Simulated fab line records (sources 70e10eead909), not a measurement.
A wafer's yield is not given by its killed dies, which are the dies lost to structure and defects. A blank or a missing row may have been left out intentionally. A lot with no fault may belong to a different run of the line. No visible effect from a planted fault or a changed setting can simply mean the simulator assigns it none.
Chamber matching -- flow nand-harc -- NHARC_P_BONDPAD_CMP_32 on cmp-02: 4 sister chambers
The step polishes SiCN, target thk 200 nm. 4 wafers are shown with their chamber, then 12 later ones without.

WAFERS, EACH WITH ITS CHAMBER
wafer,chamber,motor-current-A (A)
L086.6,1,10.5
L091.1,3,12.3
L091.3,0,13.2
L091.4,2,10.0

WAFERS WHOSE CHAMBER IS MISSING
wafer,motor-current-A (A)
L094.1,10.7
L094.5,9.9
L094.6,12.6
L095.1,12.6
L095.2,13.7
L095.6,10.1
L096.2,10.1
L096.5,10.5
L096.6,13.5
L097.3,11.5
L097.4,10.4
L097.6,12.2

WHICH CHAMBER EACH ONE RAN IN
wafer,from the rows above,in truth
L094.1,can't be placed: 1 or 2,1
L094.5,can't be placed: 2 or 1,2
L094.6,can't be placed: 3 or 0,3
L095.1,can't be placed: 3 or 0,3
L095.2,0,0
L095.6,can't be placed: 2 or 1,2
L096.2,can't be placed: 2 or 1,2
L096.5,can't be placed: 1 or 2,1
L096.6,0,0
L097.3,can't be placed: 3 or 1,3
L097.4,can't be placed: 1 or 2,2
L097.6,3,3
Correctly placed: 3 of 12. These rows do not allow placing 9 (true chamber among the candidates in 9). 0 placed wrongly.
How it was worked out, from the rows above alone: a wafer's distance from a chamber is the root of the sum, over the readings, of the square of ((its reading less the chamber's mean) divided by the reading's scatter). The wafer belongs to the nearest chamber; if the next one is less than 2 further off, it can't be placed. For every chamber, the mean is computed from those of its wafers that are shown. The scatter: with one shown wafer a chamber, the root of the mean of the squares of how far each hidden wafer lies from its nearest shown one.
